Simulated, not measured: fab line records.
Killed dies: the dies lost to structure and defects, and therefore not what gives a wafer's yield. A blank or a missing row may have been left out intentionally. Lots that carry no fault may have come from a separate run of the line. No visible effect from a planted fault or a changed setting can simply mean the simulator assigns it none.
fab line records	flow n5_finfet
record lots=7	wafers=18	last_day=17
route steps=1938 shown BEOL_M0_CUTY@714 BEOL_M0@715 BEOL_M4@1111 PASSIVATION@1936
lots with no fault: from the same line, run without faults
start_h: hours from the record's first day to the start of the lot's first wafer shown	wait_h: hours from the lot's prior step to this one	" identical to the entry in the row above	L1.1+2: several wafers, shown together as one row	- no value present, or no start provided	* or withheld: withheld	< > ~ a bound
route shown NAME@n: NAME is a module with steps in the file, n the number in the route of the first one	usual: average and standard deviation across the fault-free wafers	same: alike in all rows	chamber/n: place in a boat	sites: readings site by site	_std_site: standard deviation across them	_edge_site: inner sites' mean taken away from outer sites' mean	radius_mm: for every site, how far away it sits from the centre of the wafer	mask NAME#n: copy n	behind: the most recent tool/chamber to have shaped the wafer	hold: the reason the lot was held/the length of the hold in hours/how it ended	device: whichever transistor did not switch (one of n, p or np)	end of line: the route-end tests of the same wafers	a step with no rows: only its recipe	killed: dies that structure and defects cost at the first sort, which is not the same as the wafer's yield	map: dies across one wafer; x = killed, . = not, _ = none there
set.NAME: the run value of the setting; set.NAME@STEP: its run value at that earlier step	model.NAME: the simulator's own value behind a step, which no gauge read
a table for each step, a row for each wafer; lots at some steps of the route
services: when a tool's chamber went out of use (start_h, in hours from the record's first day, below 0 if earlier), for how many hours, and the reason
## steps
# step N5_BEOL_M0_CUTY_STRIP_64
# recipe chemistry=N2/H2	temp_c=40	n2_flow_sccm=200	h2_flow_sccm=200	rf_frequency_hz=6e+07
# step N5_BEOL_M0_ETCH_138
# recipe chemistry=CH3F/O2	target_depth_a=120	target=SiCN	time_s=31.6	ion_energy_ev=120	pressure_mtorr=30	source_w=395	bias_w=75	Ar_flow_sccm=150	CH3F_flow_sccm=30	O2_flow_sccm=20	ends=cleared
# step N5_BEOL_M0_HM_OPEN_105
# recipe chemistry=Cl2/BCl3	target_depth_a=120	target=TiN	ion_energy_ev=150	pressure_mtorr=10	icp_w=1000	bias_w=126	Cl2_flow_sccm=53.25	bcl3_flow_sccm=21.75	Ar_flow_sccm=25
# step N5_BEOL_M0_STRIP_140
# recipe chemistry=CF4	resist=SiARC	power_w=300	bias_power_w=75	pressure_mtorr=50	cf4_flow_sccm=150	rf_frequency_hz=6e+07
# step N5_BEOL_M0_STRIP_104
# recipe chemistry=N2/H2	power_w=450	temp_c=40	pressure_mtorr=20	rf_frequency_hz=6e+07	overash_fraction=0.3	bias_power_w=7	h2_frac=0.5	n2_flow_sccm=200	h2_flow_sccm=200
# step N5_BEOL_M0_WET_ETCH_106
# recipe chemistry=DHF	dilution=10:1	temp_c=25	target=SiO2	target_depth_a=1300	dry=ipa_marangoni	rinse_time_s=30	rinse_temp_c=23
# step N5_BEOL_M0_ETCH_128
# recipe chemistry=CF4/N2	target_depth_a=120	overetch_a=51	target=SiCN	time_s=21.4	ion_energy_ev=150	pressure_mtorr=40	source_w=430	bias_w=70	Ar_flow_sccm=100	cf4_flow_sccm=60	n2_flow_sccm=60
# step N5_BEOL_M0_TRENCH_ETCH_107
# recipe chemistry=C4F6/O2	target_depth_a=328	target=SiOC	time_s=16.4	ion_energy_ev=250	pressure_mtorr=30	source_w=355	bias_w=185	Ar_flow_sccm=300	C4F6_flow_sccm=10	O2_flow_sccm=10
# step N5_BEOL_M0_STRIP_142
# recipe chemistry=N2/H2	time_s=10	power_w=450	temp_c=40	pressure_mtorr=20	rf_frequency_hz=6e+07	bias_power_w=7	n2_flow_sccm=200	h2_flow_sccm=200
# step N5_BEOL_M0_OCD_MEAS_108
# usual trench_depth_nm=32.4/0.69
lot.wafer	tool	chamber	start_h	wait_h	trench_depth_nm
L346.2	ocd-01	-	127.97	0.1	31.6
L346.3	"	-	"	"	31.6
L346.6	"	-	"	"	32.3
L348.3	ocd-02	-	146.20	0.1	31.4
L348.5	"	-	"	"	32.2
L348.6	"	-	"	"	32.3
L355.3	ocd-01	-	179.06	0.1	32.2
L355.6	"	-	"	"	32.9
L356.3	ocd-01	-	187.27	0.1	32.1
L356.5	"	-	"	"	30.8
L357.3	ocd-01	-	188.97	0.1	32.4
L357.6	"	-	"	"	32.4
L361.3	ocd-02	-	217.63	0.1	31.4
L361.4	"	-	"	"	33.1
L361.5	"	-	"	"	31.6
L366.1	ocd-01	-	245.90	0.1	32.0
L366.3	"	-	"	"	31.9
L366.6	"	-	"	"	32.9
# step N5_BEOL_M0_HM_STRIP_129
# recipe chemistry=peroxide_tin_strip	material=TiN	target_depth_a=170	temp_c=50	time_s=108
# step N5_BEOL_M0_SRD_130
# recipe time_s=30	temp_c=23	rinse_liquid=diw	dry=ipa_marangoni
# step N5_BEOL_M0_ETCH_109
# recipe chemistry=CH3F/O2	target_depth_a=80	overetch_a=24	target=SiCN	time_s=27.4	ion_energy_ev=120	pressure_mtorr=30	source_w=395	bias_w=75	Ar_flow_sccm=150	CH3F_flow_sccm=30	O2_flow_sccm=20
# usual CH3F_flow_sccm=30.00/0.097	drypump_motor_current_A=5.6/0.41	oes_product_au=0.64/0.063	rf_vpp_V=297.0/2.1	showerhead_plenum_p_Torr=1.98/0.092	throttle_valve_pct=16.41/0.14
lot.wafer	tool	chamber	start_h	wait_h	CH3F_flow_sccm	drypump_motor_current_A	oes_product_au	rf_hours_counter_h	rf_vpp_V	showerhead_plenum_p_Torr	throttle_valve_pct	model.SiOC_of_BEOL_M0_SAQP_ILD_DEP_01.thk_nm
L346.2	rie_diel-05	2	128.15	0.0	29.92	5.4	0.60	222	296.3	1.91	16.41	43
L346.3	"	0	"	"	30.07	5.3	0.64	135	293.7	1.84	16.54	42.2
L346.6	"	0	"	"	30.08	5.3	0.66	-	292.5	1.84	16.53	42
L348.3	rie_diel-06	0	146.30	0.0	29.83	6.0	0.66	130	298.0	2.09	16.30	42.2
L348.5	"	0	"	"	30.03	6.0	0.68	-	299.9	2.09	16.30	42.8
L348.6	"	3	"	"	30.04	5.7	0.69	-	297.7	2.09	16.36	42.8
L355.3	rie_diel-05	2	179.58	0.4	29.95	5.5	0.59	241	296.4	1.90	16.47	42.4
L355.6	"	3	"	"	30.09	5.1	0.62	-	297.3	1.99	16.42	43
L356.3	rie_diel-05	3	187.42	0.0	30.22	5.1	0.62	205	297.2	1.99	16.43	40.8
L356.5	"	3	"	"	30.11	5.1	0.62	-	296.9	1.99	16.41	43.6
L357.3	rie_diel-05	1	189.08	0.0	30.15	6.6	0.82	12	300.6	2.14	16.33	41.2
L357.6	"	0	"	"	29.90	5.3	0.63	-	293.5	1.84	16.59	43.4
L361.3	rie_diel-06	0	217.73	0.0	30.01	6.0	0.65	158	298.0	2.08	16.36	42.4
L361.4	"	0	"	"	30.03	6.0	0.65	-	298.5	2.08	16.36	42.6
L361.5	"	3	"	"	29.97	5.7	0.66	-	299.4	2.09	16.39	42.4
L366.1	rie_diel-06	3	246.65	0.7	30.12	5.7	0.65	151	297.4	2.08	16.43	42.2
L366.3	"	2	"	"	30.10	5.5	0.59	235	295.0	1.88	16.37	42.4
L366.6	"	1	"	"	30.10	5.7	0.79	-	296.6	1.97	16.20	42.6
# step N5_BEOL_M0_STRIP_139
# recipe chemistry=post_etch_residue_remover	time_s=60	temp_c=25	remover_ph=withheld	remover_water_wt_pct=withheld	remover_fluoride_wt_pct=withheld
# step N5_BEOL_M0_SRD_111
# recipe time_s=30	temp_c=23	rinse_liquid=diw	dry=ipa_marangoni
# step N5_BEOL_M0_DEGAS_112
# recipe ambient=vacuum	temp_c=250	time_s=60
# step N5_BEOL_M0_PRE_CLEAN_113
# recipe gas=H2/He	time_s=30	temp_c=250
# step N5_BEOL_M0_ALD_136
# recipe material=TaN	target_thk_a=*	temp_c=275	ald_precursor_family=PDMAT	ald_co_reactant=NH3	pressure_torr=3	carrier_flow_sccm=1500	pulse_time_s=2	purge_time_s=3	co_reactant_purge_time_s=2	co_reactant_pulse_time_s=3	ald_cycles=30	precursor_vessel_temp_c=75	precursor_vessel_pressure_torr=26.25	precursor_vessel_carrier_sccm=1000
# step N5_BEOL_M0_SURFACE_TREAT_137
# recipe gas=Ar	time_s=*	ion_energy_ev=*	ion_current_ma_cm2=0.5	pressure_mtorr=*	ar_flow_sccm=30
# usual throttle_valve_pct=*
lot.wafer	tool	chamber	start_h	wait_h	throttle_valve_pct
L346.2	pvd_sputter-02	-	132.93	3.9	*
L346.3	"	-	"	"	*
L346.6	"	-	"	"	*
L348.3	pvd_sputter-02	-	146.80	0.1	*
L348.5	"	-	"	"	*
L348.6	"	-	"	"	*
L355.3	pvd_sputter-02	-	180.69	0.2	*
L355.6	"	-	"	"	*
L356.3	pvd_sputter-02	-	188.56	0.2	*
L356.5	"	-	"	"	*
L357.3	pvd_sputter-03	-	191.25	1.8	*
L357.6	"	-	"	"	*
L361.3	pvd_sputter-02	-	218.98	0.4	*
L361.4	"	-	"	"	*
L361.5	"	-	"	"	*
L366.1	pvd_sputter-01	-	247.85	0.3	*
L366.3	"	-	"	"	*
L366.6	"	-	"	"	*
# step N5_BEOL_M0_CVD_115
# recipe material=Co	target_thk_a=*	temp_c=withheld	precursor=CCTBA/H2	pressure_torr=30	time_s=120
# step N5_BEOL_M0_SPUTTER_116
# recipe material=Cu	target_thk_a=40	temp_c=-20	chamber_pressure_pa=0.07	power_w=withheld	time_s=7.37
# usual substrate_temp_c=-19.97/0.098	susceptor_temp_C=-20.00/0.11	throttle_valve_pct=29.9/1.3
lot.wafer	tool	chamber	start_h	wait_h	substrate_temp_c	susceptor_temp_C	throttle_valve_pct
L346.2	pvd_sputter-01	-	133.62	0.4	-20.14	-19.86	29.8
L346.3	"	-	"	"	-20.07	-20.04	29.4
L346.6	"	-	"	"	-20.06	-19.89	29.7
L348.3	pvd_sputter-03	-	146.99	0.1	-20.09	-19.83	31.6
L348.5	"	-	"	"	-20.16	-20.15	31.2
L348.6	"	-	"	"	-19.94	-19.94	31.4
L355.3	pvd_sputter-01	-	180.97	0.1	-20.06	-19.85	30.5
L355.6	"	-	"	"	-19.89	-19.92	29.3
L356.3	pvd_sputter-03	-	188.75	0.1	-19.83	-19.99	27.7
L356.5	"	-	"	"	-19.99	-19.89	31.0
L357.3	pvd_sputter-01	-	191.42	0.1	-19.88	-19.87	29.3
L357.6	"	-	"	"	-20.05	-20.07	29.6
L361.3	pvd_sputter-01	-	221.59	1.6	-19.89	-19.84	29.6
L361.4	"	-	"	"	-20.13	-19.92	30.1
L361.5	"	-	"	"	-19.92	-20.10	30.7
L366.1	pvd_sputter-01	-	248.13	0.1	-19.97	-19.92	29.1
L366.3	"	-	"	"	-19.88	-20.17	30.5
L366.6	"	-	"	"	-20.00	-19.85	29.1
# step N5_BEOL_M0_ANNEAL_117
# recipe temp_c=400	time_s=60	ambient=vacuum
# step N5_BEOL_M0_SPUTTER_132
# recipe material=Cu	target_thk_a=40	temp_c=-20	chamber_pressure_pa=0.07	power_w=withheld	time_s=7.37
# step N5_BEOL_M0_ANNEAL_133
# recipe temp_c=400	time_s=60	ambient=vacuum
# step N5_BEOL_M0_SPUTTER_134
# recipe material=Cu	target_thk_a=40	temp_c=-20	chamber_pressure_pa=0.07	power_w=withheld	time_s=7.37
# usual substrate_temp_c=-20.00/0.11	susceptor_temp_C=-19.99/0.12	throttle_valve_pct=29.9/1.3
lot.wafer	tool	chamber	start_h	wait_h	substrate_temp_c	susceptor_temp_C	throttle_valve_pct
L346.2	pvd_sputter-01	-	133.86	0.0	-19.87	-19.88	30.0
L346.3	"	-	"	"	-20.12	-19.94	29.0
L346.6	"	-	"	"	-19.90	-20.00	30.2
L348.3	pvd_sputter-03	-	147.23	0.0	-19.87	-20.00	31.8
L348.5	"	-	"	"	-20.01	-20.05	30.9
L348.6	"	-	"	"	-19.94	-20.21	31.5
L355.3	pvd_sputter-01	-	181.21	0.0	-19.85	-20.12	30.5
L355.6	"	-	"	"	-19.99	-19.82	29.4
L356.3	pvd_sputter-03	-	188.99	0.0	-19.88	-20.00	27.8
L356.5	"	-	"	"	-19.95	-20.06	30.8
L357.3	pvd_sputter-01	-	191.66	0.0	-20.21	-19.81	29.0
L357.6	"	-	"	"	-19.98	-20.00	29.8
L361.3	pvd_sputter-01	-	221.83	0.0	-19.97	-20.21	29.8
L361.4	"	-	"	"	-20.01	-20.04	30.1
L361.5	"	-	"	"	-20.04	-19.85	30.5
L366.1	pvd_sputter-01	-	248.37	0.0	-19.92	-19.91	29.3
L366.3	"	-	"	"	-19.91	-19.89	30.2
L366.6	"	-	"	"	-20.01	-19.86	29.0
# step N5_BEOL_M0_ANNEAL_135
# recipe temp_c=400	time_s=60	ambient=vacuum
# usual heater_power_w=791/64	susceptor_temp_C=400.03/0.21
lot.wafer	tool	chamber	start_h	wait_h	heater_power_w	susceptor_temp_C
L346.2	pvd_sputter-01	-	133.94	0.0	838	400.27
L346.3	"	-	"	"	749	400.02
L346.6	"	-	"	"	846	400.12
L348.3	pvd_sputter-03	-	147.31	0.0	746	400.01
L348.5	"	-	"	"	827	399.80
L348.6	"	-	"	"	753	399.97
L355.3	pvd_sputter-01	-	181.29	0.0	758	399.76
L355.6	"	-	"	"	747	399.83
L356.3	pvd_sputter-03	-	189.07	0.0	771	399.99
L356.5	"	-	"	"	837	400.04
L357.3	pvd_sputter-01	-	191.74	0.0	749	400.18
L357.6	"	-	"	"	808	399.89
L361.3	pvd_sputter-01	-	221.91	0.0	799	400.27
L361.4	"	-	"	"	819	400.04
L361.5	"	-	"	"	752	400.01
L366.1	pvd_sputter-01	-	248.45	0.0	744	400.08
L366.3	"	-	"	"	767	400.36
L366.6	"	-	"	"	747	399.85
# step N5_BEOL_M0_SPUTTER_141
# recipe material=Cu	target_thk_a=40	temp_c=-20	chamber_pressure_pa=0.07	power_w=withheld	time_s=7.37
# usual substrate_temp_c=-20.01/0.11	susceptor_temp_C=-19.97/0.1	throttle_valve_pct=30.0/1.3
lot.wafer	tool	chamber	start_h	wait_h	substrate_temp_c	susceptor_temp_C	throttle_valve_pct
L346.2	pvd_sputter-01	-	133.98	0.0	-19.74	-19.98	29.9
L346.3	"	-	"	"	-19.90	-19.88	29.3
L346.6	"	-	"	"	-20.14	-20.05	30.2
L348.3	pvd_sputter-03	-	147.35	0.0	-20.11	-19.96	31.5
L348.5	"	-	"	"	-20.08	-19.93	31.3
L348.6	"	-	"	"	-19.94	-20.11	31.8
L355.3	pvd_sputter-01	-	181.33	0.0	-19.97	-19.98	30.6
L355.6	"	-	"	"	-20.24	-20.09	29.3
L356.3	pvd_sputter-03	-	189.11	0.0	-20.18	-19.93	27.8
L356.5	"	-	"	"	-19.87	-20.05	31.1
L357.3	pvd_sputter-01	-	191.78	0.0	-20.00	-19.98	29.4
L357.6	"	-	"	"	-20.09	-19.96	29.6
L361.3	pvd_sputter-01	-	221.95	0.0	-19.86	-19.88	29.9
L361.4	"	-	"	"	-20.09	-19.98	30.0
L361.5	"	-	"	"	-20.08	-19.93	30.5
L366.1	pvd_sputter-01	-	248.49	0.0	-20.14	-19.80	29.3
L366.3	"	-	"	"	-20.08	-19.89	30.5
L366.6	"	-	"	"	-20.14	-19.98	29.4
# step N5_BEOL_M0_ECD_118
# recipe material=Cu	target_thk_a=3000
# step N5_BEOL_M0_ANNEAL_119
# recipe temp_c=225	time_s=90	ambient=N2
# step N5_BEOL_M0_CMP_120
# recipe stop_on=SiOC	t_overpolish_s=6.9	down_force_psi=1	platen_rpm=50	clearing_platen_down_force_psi=1.5	clearing_platen_rpm=50	post_cmp_clean=cu_alkaline	clearing_platen_pad_velocity_m_s=0.99484	pad_velocity_m_s=0.99484
# usual barrier_field_endpoint_s=3.64/0.12	head_pressure_psi=0.9995/0.0022	motor_current_A=6.2/0.72	overpolish_run_s=6.900/0.0088	retaining_ring_pressure_frac=0.999/0.0052	time_to_endpoint_s=63/3.5
lot.wafer	tool	chamber	start_h	wait_h	barrier_field_endpoint_s	head_pressure_psi	motor_current_A	overpolish_run_s	retaining_ring_pressure_frac	time_to_endpoint_s	model.SiOC_of_BEOL_M0_SAQP_ILD_DEP_01.thk_nm
L346.2	cmp-03	3	134.70	0.3	3.40	0.9992	6.2	6.903	1.003	59	40
L346.3	"	0	"	"	3.32	1.0028	7.0	6.911	0.997	63	39
L346.6	"	2	"	"	3.62	1.0018	6.1	6.904	1.006	61	39
L348.3	cmp-03	3	148.47	0.2	3.68	0.9989	5.9	6.917	1.002	56	39
L348.6	"	1	"	"	3.79	1.0022	6.2	6.893	1.002	59	39.8
L348.5	"	2	"	"	3.82	1.0002	5.9	6.900	0.996	57	39.6
L355.3	cmp-02	1	181.82	0.2	3.54	1.0001	5.9	6.897	0.996	62	39.2
L355.6	"	1	"	"	3.47	1.0015	5.9	6.904	1.001	64	40
L356.3	cmp-04	1	189.73	0.3	3.74	1.0024	6.7	6.892	1.005	65	37.6
L356.5	"	3	"	"	3.75	0.9974	5.2	6.912	0.990	70	40.6
L357.3	cmp-04	3	192.32	0.2	3.70	0.9986	5.0	6.902	1.002	68	38.2
L357.6	"	2	"	"	3.82	0.9984	6.3	6.885	1.004	67	40.2
L361.3	cmp-03	2	222.45	0.2	3.56	0.9971	6.4	6.896	1.002	59	39.4
L361.4	"	3	"	"	3.50	0.9994	5.7	6.890	1.007	59	39.4
L361.5	"	3	"	"	3.61	0.9990	6.0	6.900	1.004	56	39.2
L366.3	cmp-02	3	248.98	0.2	3.50	0.9974	6.0	6.901	0.998	63	39.2
L366.1	"	1	"	"	3.61	1.0005	6.0	6.906	1.000	66	39.2
L366.6	"	3	"	"	3.66	0.9998	5.9	6.878	1.001	63	39.6
# step N5_BEOL_M4_RC_MEAS_101
# usual DIBL_N=35.9/1.4	DIBL_P=35.9/1.7	IOFF_N=0.160/0.026	IOFF_P=0.21/0.036	ION_N=672/11	ION_P=461/8.1	SS_N=71.4/0.54	SS_P=73.2/0.67	VT_N=249.3/2.7	VT_P=-250/3.9
lot.wafer	tool	chamber	start_h	wait_h	DIBL_N[mV/V]	DIBL_P[mV/V]	IOFF_N[nA/um]	IOFF_P[nA/um]	ION_N[uA/um]	ION_P[uA/um]	SS_N[mV/dec]	SS_P[mV/dec]	VT_N[mV]	VT_P[mV]
L346.2	prober-01	0	173.06	0.2	33.3	32.8	0.111	0.18	655	460	70.6	72.5	255.3	-251
L346.3	"	0	"	"	36.3	35.6	0.164	0.21	663	455	71.6	73.4	250.1	-249
L346.6	"	0	"	"	37.9	37.8	0.186	0.25	670	467	72.3	74.5	246.5	-247
L348.3	prober-02	0	197.11	0.3	36.4	35.4	0.161	0.20	663	454	71.0	73.6	249.6	-252
L348.5	"	0	"	"	35.9	35.5	0.162	0.21	674	462	71.0	72.9	250.4	-249
L348.6	"	0	"	"	38.1	37.9	0.191	0.25	671	463	72.0	74.1	246.7	-246
L355.3	prober-02	0	230.48	0.3	35.7	36.4	0.153	0.22	670	466	71.3	72.6	251.4	-249
L355.6	"	0	"	"	33.0	33.0	0.111	0.16	655	455	70.1	71.9	256.8	-255
L356.3	prober-01	0	232.37	0.3	34.4	34.3	0.121	0.16	644	442	71.2	72.7	253.6	-257
L356.5	"	0	"	"	32.5	31.9	0.104	0.14	658	448	70.6	72.7	258.3	-257
L357.3	prober-02	0	250.35	0.3	38.5	39.2	0.206	0.25	698	473	72.6	73.8	246.2	-249
L357.6	"	0	"	"	36.9	37.0	0.165	0.21	685	468	71.8	72.7	248.2	-251
L361.3	prober-01	0	266.15	0.3	36.5	33.9	0.162	0.19	663	448	72.6	72.6	252.6	-253
L361.4	"	0	"	"	35.8	34.6	0.165	0.19	675	454	72.0	73.0	249.6	-252
L361.5	"	0	"	"	36.2	34.7	0.167	0.20	662	455	71.4	73.5	249.7	-250
L366.1	prober-02	0	291.59	0.0	37.4	37.5	0.186	0.24	686	467	71.7	73.2	244.6	-249
L366.3	"	0	"	"	36.3	35.5	0.146	0.21	669	461	71.2	72.5	250.1	-248
L366.6	"	0	"	"	37.3	36.0	0.164	0.21	661	456	71.2	73.2	250.7	-252
# step N5_PASSIVATION_PROBE_49
# usual defect_limited_yield=90.9/1.5	killed_at_M0_to_M3=35/10	killed_at_M4_up=14/5.2	killed_at_contacts=13/7.3	killed_at_front_end=42/12	killed_at_other=3.4/2.5	killed_dies=108/18	killed_open=70/13	killed_short=35/8	sort_bin_5_function=5.4/1	sort_bin_6_memory=3.4/0.71	sort_n_pass=1072/18	sort_yield_pct=90.9/1.5
# same gross_dies=1180	killed_at_back_side=0	sort_bin_4_leakage[%]=0	sort_bin_8_speed[%]=0
lot.wafer	tool	chamber	start_h	wait_h	defect_limited_yield[%]	killed_at_M0_to_M3	killed_at_M4_up	killed_at_contacts	killed_at_front_end	killed_at_other	killed_dies	killed_open	killed_short	sort_bin_5_function[%]	sort_bin_6_memory[%]	sort_n_pass	sort_yield_pct[%]
L356.5	prober-02	-	341.52	0.2	91.3	24	12	5	60	2	103	74	27	4.5	3.7	1077	91.3
# killed by level:class
L356.5 FIN_SAQP:geometric_particle:open=14 DUMMY_GATE:geometric_particle:open=10 STI_FIN_REVEAL:geometric_particle:open=7 BEOL_M3:geometric_particle:open=7 BEOL_M4:geometric_particle:open=5 FIN_SAQP:geometric_particle:short=4 ILD0:geometric_particle:open=4 MOL_CONTACT_COAG:geometric_particle:open=4
## services
tool	chamber	start_h	hours	kind
rie_diel-06	2	130.51	8.3	repair
pvd_sputter-03	-	134.43	3.8	repair
pvd_sputter-02	-	138.49	1.9	repair
rie_diel-05	1	139.24	-	clean
rie_diel-05	1	139.24	-	consumable_replace:focus_ring
rie_diel-05	1	139.24	-	consumable_replace:showerhead
rie_diel-05	1	139.24	12.1	scheduled_down
rie_diel-05	1	139.24	12.1	vent_cycle
cmp-02	-	149.95	1.8	repair
pvd_sputter-03	-	149.97	2.2	repair
cmp-04	-	158.07	4.0	pm
cmp-02	-	158.13	5.8	repair
rie_diel-06	3	159.99	6.8	repair
cmp-04	-	163.54	6.9	pm
cmp-04	-	182.52	2.2	repair
cmp-04	-	190.31	1.1	repair
cmp-03	-	196.14	5.3	pm
rie_diel-05	2	204.27	-	clean
rie_diel-05	2	204.27	-	consumable_replace:focus_ring
rie_diel-05	2	204.27	-	consumable_replace:showerhead
cmp-04	-	212.95	18.4	pm
rie_diel-05	1	221.26	6.6	repair
cmp-03	-	224.34	1.3	repair
cmp-03	-	238.35	2.4	repair
## key
first_sign none at tools or gauges
model_effect step=N5_BEOL_M0_ETCH_109	value=SiOC_of_BEOL_M0_SAQP_ILD_DEP_01.thk_nm	without=42.73	struck=41.47
model_effect step=N5_BEOL_M0_CMP_120	value=SiOC_of_BEOL_M0_SAQP_ILD_DEP_01.thk_nm	without=39.67	struck=38.33
met_at N5_BEOL_M0_ETCH_109
struck_wafers L355.3,L356.3,L357.3
onset_between 128.15 179.58
fault kind=process_parameter_drift	tool=rie_diel-05	chamber=-	onset_h=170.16	steps=N5_BEOL_M0_ETCH_109	channel=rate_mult	offset=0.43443	shape=step	end_h=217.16	scope=struck_wafers_only
